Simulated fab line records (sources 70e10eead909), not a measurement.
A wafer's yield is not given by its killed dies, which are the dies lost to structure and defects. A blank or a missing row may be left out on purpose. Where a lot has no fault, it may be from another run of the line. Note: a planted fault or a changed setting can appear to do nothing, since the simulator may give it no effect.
Which tool was responsible?	flow nandHarc	24 lots with 72 wafers sampled at 6 steps, on a route of 1302 steps

== WHAT THE GAUGES SHOWED, per wafer ==
NHARC_P_M0_INSPECT_27.
lot	measured	on	rawDefectCount
L074	day 6 09:35	defectInspect-01	357 170 330
L075	day 6 10:02	defectInspect-01	107 362 229
L076	day 6 22:57	defectInspect-01	377 277 212
L077	day 7 13:51	defectInspect-02	301 240 285
L078	day 7 20:32	defectInspect-01	267 228 161
L079	day 8 03:28	defectInspect-01	210 504 293
L080	day 8 20:13	defectInspect-01	515 272 272
L081	day 9 12:36	defectInspect-02	236 165 180
L082	day 9 16:41	defectInspect-01	207 217 295
L083	day 10 02:17	defectInspect-01	221 682 600
L084	day 10 20:07	defectInspect-02	301 251 237
L085	day 10 22:13	defectInspect-02	112 222 154
L087	day 11 09:39	defectInspect-01	188 241 159
L086	day 11 10:10	defectInspect-02	185 385 196
L089	day 12 02:31	defectInspect-02	247 232 173
L088	day 12 03:18	defectInspect-02	214 349 311
L090	day 13 00:22	defectInspect-01	512 228 279
L091	day 13 01:46	defectInspect-01	333 281 330
L092	day 13 18:11	defectInspect-01	294 251 228
L093	day 13 22:49	defectInspect-01	265 309 193
L094	day 14 11:08	defectInspect-01	213 209 152
L095	day 15 04:00	defectInspect-01	284 206 295
L097	day 15 14:27	defectInspect-01	338 442 290
L096	day 15 14:44	defectInspect-01	279 241 379

NHARC_P_M2_OVL_MEAS_10: pitch 340 nm.
lot	measured	on	overlayXNm (nm)	overlayYNm (nm)
L074	day 6 15:07	overlay-01	-0.3 -0.2 -0.1	0.5 0.0 0.7
L075	day 6 15:34	overlay-02	-0.5 -0.5 -0.4	-0.2 0.3 0.3
L076	day 7 04:38	overlay-01	0.5 0.4 0.8	0.0 -0.2 -0.3
L077	day 7 20:04	overlay-01	-0.1 0.2 -0.1	-0.3 -1.1 -0.2
L078	day 8 02:13	overlay-01	0.8 0.5 0.5	-0.6 -0.4 -0.6
L079	day 8 09:06	overlay-02	0.0 0.7 0.7	-0.4 0.0 -0.8
L080	day 9 01:34	overlay-02	1.4 1.1 1.3	1.0 0.9 0.7
L081	day 9 18:08	overlay-01	-0.6 0.0 -0.1	-1.0 -1.1 -0.8
L082	day 9 22:11	overlay-02	-0.9 -0.9 -0.5	0.2 0.3 0.5
L083	day 10 07:55	overlay-02	0.2 0.2 0.3	0.1 -0.2 -0.4
L084	day 11 01:49	overlay-02	0.0 -0.6 0.2	0.9 0.7 0.7
L085	day 11 03:42	overlay-02	-0.1 -0.7 -0.8	0.4 0.9 0.3
L087	day 11 15:28	overlay-01	-0.6 -1.5 -0.9	-1.1 -0.5 -0.9
L086	day 11 16:25	overlay-01	0.2 0.7 0.5	-0.4 -0.8 -0.4
L089	day 12 08:01	overlay-01	1.4 1.2 1.2	0.4 -0.1 -0.2
L088	day 12 09:18	overlay-02	1.1 2.0 1.7	-0.3 -0.4 -1.5
L090	day 13 05:59	overlay-02	0.7 0.7 0.4	-0.4 0.3 0.5
L091	day 13 07:29	overlay-02	0.3 0.2 0.1	0.5 0.1 -0.3
L092	day 13 23:50	overlay-01	0.5 0.0 -0.1	-0.4 -0.1 0.0
L093	day 14 05:07	overlay-01	0.8 1.0 1.5	-0.3 -0.2 -0.3
L094	day 14 16:50	overlay-01	0.4 0.3 0.3	-0.5 -0.6 -1.2
L095	day 15 09:38	overlay-01	-0.2 0.8 0.5	0.2 0.7 0.5
L097	day 15 20:02	overlay-02	-0.6 -1.1 -0.3	0.6 1.1 1.3
L096	day 15 20:20	overlay-01	0.1 0.2 0.0	2.3 1.5 2.0

NHARC_P_M2_INSPECT_27.
lot	measured	on	rawDefectCount
L074	day 6 17:50	defectInspect-02	279 172 223
L075	day 6 18:17	defectInspect-02	376 289 205
L076	day 7 07:25	defectInspect-01	293 166 254
L077	day 7 22:46	defectInspect-02	315 310 391
L078	day 8 04:54	defectInspect-02	414 344 623
L079	day 8 11:46	defectInspect-02	235 184 206
L080	day 9 04:14	defectInspect-01	291 422 566
L081	day 9 20:48	defectInspect-02	486 317 358
L082	day 10 00:52	defectInspect-01	159 306 218
L083	day 10 10:35	defectInspect-01	253 213 229
L084	day 11 04:34	defectInspect-01	488 412 254
L085	day 11 06:31	defectInspect-02	371 338 354
L087	day 11 18:08	defectInspect-01	167 179 190
L086	day 11 19:07	defectInspect-02	272 185 469
L089	day 12 10:42	defectInspect-01	444 390 626
L088	day 12 12:01	defectInspect-02	433 571 346
L090	day 13 08:47	defectInspect-02	209 171 110
L091	day 13 10:13	defectInspect-02	266 402 219
L092	day 14 02:50	defectInspect-01	483 464 400
L093	day 14 07:50	defectInspect-02	287 470 279
L094	day 14 19:31	defectInspect-01	225 258 325
L095	day 15 12:23	defectInspect-02	161 219 191
L097	day 15 22:47	defectInspect-02	392 223 323
L096	day 15 23:02	defectInspect-01	509 385 357

== TOOL THAT RAN EACH LOT (tool first, then ch and the chambers of the sampled wafers, then the start) ==
lot	NHARC_P_M2_ETCH_15	NHARC_P_M2_ETCH_28	NHARC_P_M2_CMP_23
L074	rieDiel-09 ch 0,3, day 6 17:22 or earlier	rieDiel-01 ch 0,2,3, day 6 17:22 or earlier	cmp-03 ch 0,1,2, day 6 17:22
L075	rieDiel-09 ch 1,2, day 6 17:47 or earlier	rieDiel-01 ch 1,3, day 6 17:47 or earlier	cmp-03 ch 0,3, day 6 17:47
L076	rieDiel-06 ch 0,2,3, day 7 06:58 or earlier	rieDiel-06 ch 0,1,2, day 7 06:58 or earlier	cmp-03 ch 0,1, day 7 06:58
L077	rieDiel-06 ch 2,3, day 7 22:20 or earlier	rieDiel-01 ch 1,2,3, day 7 22:20 or earlier	cmp-03 ch 1,2, day 7 22:20
L078	rieDiel-01 ch 1,2,3, day 8 04:27 or earlier	rieDiel-06 ch 0,2,3, day 8 04:27 or earlier	cmp-02 ch 0,2, day 8 04:27
L079	rieDiel-09 ch 0,1, day 8 11:21 or earlier	rieDiel-01 ch 1,2,3, day 8 11:21 or earlier	cmp-03 ch 1,2,3, day 8 11:21
L080	rieDiel-06 ch 0,1, day 9 03:47 or earlier	rieDiel-01 ch 0,3, day 9 03:47 or earlier	cmp-02 ch 2,3, day 9 03:47
L081	rieDiel-09 ch 0,2,3, day 9 20:21 or earlier	rieDiel-09 ch 0,1,2, day 9 20:21 or earlier	cmp-03 ch 0,1,3, day 9 20:21
L082	rieDiel-09 ch 1,2,3, day 10 00:23 or earlier	rieDiel-06 ch 0,1,3, day 10 00:23 or earlier	cmp-01 ch 0,1,3, day 10 00:23
L083	rieDiel-06 ch 0,3, day 10 10:07 or earlier	rieDiel-09 ch 0,2,3, day 10 10:07 or earlier	cmp-01 ch 2,3, day 10 10:07
L084	rieDiel-01 ch 2,3, day 11 04:09 or earlier	rieDiel-06 ch 0,1,2, day 11 04:09 or earlier	cmp-03 ch 1,2,3, day 11 04:09
L085	rieDiel-09 ch 0,2, day 11 06:01 or earlier	rieDiel-09 ch 0,2,3, day 11 06:01 or earlier	cmp-03 ch 0,1, day 11 06:01
L087	rieDiel-06 ch 0,1,3, day 11 17:41 or earlier	rieDiel-01 ch 2,3, day 11 17:41 or earlier	cmp-03 ch 2,3, day 11 17:41
L086	rieDiel-06 ch 0,3, day 11 18:41 or earlier	rieDiel-01 ch 0,1,2, day 11 18:41 or earlier	cmp-02 ch 0,3, day 11 18:41
L089	rieDiel-01 ch 0,1, day 12 10:16 or earlier	rieDiel-01 ch 0,1,2, day 12 10:16 or earlier	cmp-02 ch 1,3, day 12 10:16
L088	rieDiel-01 ch 1,2,3, day 12 11:32 or earlier	rieDiel-09 ch 0,1,2, day 12 11:32 or earlier	cmp-01 ch 0,1,3, day 12 11:32
L090	rieDiel-01 ch 0,2, day 13 08:22 or earlier	rieDiel-01 ch 0,1,2, day 13 08:22 or earlier	cmp-03 ch 0,2,3, day 13 08:22
L091	rieDiel-06 ch 0,1, day 13 09:44 or earlier	rieDiel-09 ch 0,3, day 13 09:44 or earlier	cmp-01 ch 0,1, day 13 09:44
L092	rieDiel-09 ch 0,3, day 14 00:11	rieDiel-09 ch 0,3, day 14 00:50	cmp-02 ch 0,1,2, day 14 02:23
L093	rieDiel-06 ch 1,3, day 14 07:24 or earlier	rieDiel-09 ch 0,2,3, day 14 07:24 or earlier	cmp-01 ch 1,3, day 14 07:24
L094	rieDiel-01 ch 0,3, day 14 19:02 or earlier	rieDiel-01 ch 1,2, day 14 19:02 or earlier	cmp-02 ch 1,2,3, day 14 19:02
L095	rieDiel-01 ch 1,2,3, day 15 11:55 or earlier	rieDiel-09 ch 0,3, day 15 11:55 or earlier	cmp-01 ch 1,2, day 15 11:55
L097	rieDiel-06 ch 1,2,3, day 15 22:20 or earlier	rieDiel-09 ch 0,3, day 15 22:20 or earlier	cmp-01 ch 1,2,3, day 15 22:20
L096	rieDiel-01 ch 1,2, day 15 22:34 or earlier	rieDiel-06 ch 0,1,2, day 15 22:34 or earlier	cmp-02 ch 2,3, day 15 22:34
- NHARC_P_M2_ETCH_15: etches the open film in C4F8/Ar, target depth 182.5 nm, time 91.2 s.
- NHARC_P_M2_ETCH_28: etches the open film in CF4/N2, target depth 30 nm, time 72.99 s.
- NHARC_P_M2_CMP_23: polishes, t overpolish 20 s, target thk 144.3 nm.

== WHAT THE TOOLS THEMSELVES READ (means of the sampled wafers that have a number; where no wafer has one, the mark that the record gives instead) ==
NHARC_P_M2_ETCH_15.
lot	tool	oesProductAu (a.u.)	rfFwdPowerW (W)	rfVppV (V)
L074	rieDiel-09	0.934	595.7	440.3
L075	rieDiel-09	0.937	598.8	440.9
L076	rieDiel-06	0.977	598.0	442.4
L077	rieDiel-06	0.923	595.9	440.4
L078	rieDiel-01	0.948	595.2	442.5
L079	rieDiel-09	0.937	596.6	440.7
L080	rieDiel-06	0.928	593.7	442.6
L081	rieDiel-09	0.924	597.7	441.1
L082	rieDiel-09	0.938	595.6	442.1
L083	rieDiel-06	0.927	596.6	442.4
L084	rieDiel-01	0.947	595.8	443.6
L085	rieDiel-09	0.932	597.9	440.5
L087	rieDiel-06	0.926	597.8	442.5
L086	rieDiel-06	0.920	597.6	443.6
L089	rieDiel-01	0.964	596.9	442.0
L088	rieDiel-01	0.960	596.4	442.5
L090	rieDiel-01	0.940	595.4	441.0
L091	rieDiel-06	0.932	595.4	442.3
L092	rieDiel-09	0.928	596.5	440.6
L093	rieDiel-06	0.985	596.3	442.6
L094	rieDiel-01	0.973	597.5	442.8
L095	rieDiel-01	0.916	595.9	442.2
L097	rieDiel-06	0.931	598.8	440.4
L096	rieDiel-01	0.961	594.9	441.5

NHARC_P_M2_ETCH_28.
lot	tool	drypumpMotorCurrentA (A)	mfcArSccm (sccm)	oesProductAu (a.u.)	rfFwdPowerW (W)	rfVppV (V)	showerheadPlenumPTorr (Torr)	throttleValvePct (%)
L074	rieDiel-01	5.9	149.8	0.985	297.8	315.9	2.67	19.795
L075	rieDiel-01	5.6	150.3	0.995	296.8	315.6	2.72	19.802
L076	rieDiel-06	6.0	150.0	1.012	297.9	314.6	2.64	19.800
L077	rieDiel-01	5.6	150.1	0.983	297.9	315.4	2.70	19.802
L078	rieDiel-06	5.8	150.2	0.996	298.0	315.0	2.66	19.796
L079	rieDiel-01	5.7	149.5	0.980	298.3	316.3	2.70	19.788
L080	rieDiel-01	6.0	150.0	0.991	297.4	316.1	2.74	19.789
L081	rieDiel-09	5.6	150.3	1.019	299.4	313.4	2.60	19.804
L082	rieDiel-06	6.1	149.6	0.996	298.5	315.7	2.71	19.797
L083	rieDiel-09	5.6	150.1	1.008	297.9	313.8	2.62	19.796
L084	rieDiel-06	6.0	150.1	1.003	297.7	313.6	2.64	19.792
L085	rieDiel-09	5.6	150.3	1.004	297.9	313.6	2.62	19.785
L087	rieDiel-01	5.9	150.4	0.994	298.1	315.8	2.73	19.798
L086	rieDiel-01	5.7	150.5	0.982	298.4	314.2	2.63	19.799
L089	rieDiel-01	5.7	149.8	0.991	298.4	314.2	2.63	19.793
L088	rieDiel-09	5.6	149.8	1.014	298.1	314.5	2.60	19.793
L090	rieDiel-01	5.7	150.0	1.000	298.1	313.9	2.63	19.790
L091	rieDiel-09	5.5	150.1	1.014	296.5	314.0	2.60	19.794
L092	rieDiel-09	5.5	149.5	1.009	298.0	313.2	2.60	19.785
L093	rieDiel-09	5.6	150.5	1.012	297.8	314.3	2.62	19.784
L094	rieDiel-01	5.5	149.6	0.975	298.4	314.3	2.63	19.795
L095	rieDiel-09	5.5	150.7	1.006	295.7	313.6	2.65	19.798
L097	rieDiel-09	5.5	150.5	1.002	296.7	315.1	2.65	19.800
L096	rieDiel-06	6.0	150.1	1.009	297.4	314.8	2.64	19.789

NHARC_P_M2_CMP_23.
lot	tool	motorCurrentA (A)	timeToEndpointS (s)
L074	cmp-03	12.0	29
L075	cmp-03	12.0	31
L076	cmp-03	11.9	26
L077	cmp-03	11.6	27
L078	cmp-02	11.3	32
L079	cmp-03	12.3	26
L080	cmp-02	12.0	24
L081	cmp-03	12.0	27
L082	cmp-01	11.8	26
L083	cmp-01	10.8	26
L084	cmp-03	12.0	27
L085	cmp-03	11.8	31
L087	cmp-03	12.5	28
L086	cmp-02	12.2	27
L089	cmp-02	13.0	25
L088	cmp-01	12.0	25
L090	cmp-03	11.7	25
L091	cmp-01	11.0	26
L092	cmp-02	11.9	33
L093	cmp-01	11.1	30
L094	cmp-02	12.1	27
L095	cmp-01	10.6	28
L097	cmp-01	10.9	26
L096	cmp-02	12.0	29

== THE ANSWER, worked out from the rows above alone ==
Rule: usual is defined by the lots themselves. The widest of any qualifying gaps counts: lots, ordered by their means at a reading, are off when they make up no more than a third of the lots, leave a main group of 4 or more, and stand apart from it by 3 or more times the standard deviation of that group's means. The tables above print the reading to a certain number of digits; a main group whose means all agree to those digits is not used. A lot without any number at a reading at which 4 lots or more have one is off too. All remaining lots with rows at the step are treated as sound. Order of review: gauges by route order, followed by the tools' own readings, for which a lot's mean as printed above is used. The first step at which some lot is off is used, and at that step the reading that is off furthest; a lot without a number counts as furthest.
None of the lots is off at any reading shown; this tells nothing.

== WHAT THE SIMULATOR HAD PUT IN ==
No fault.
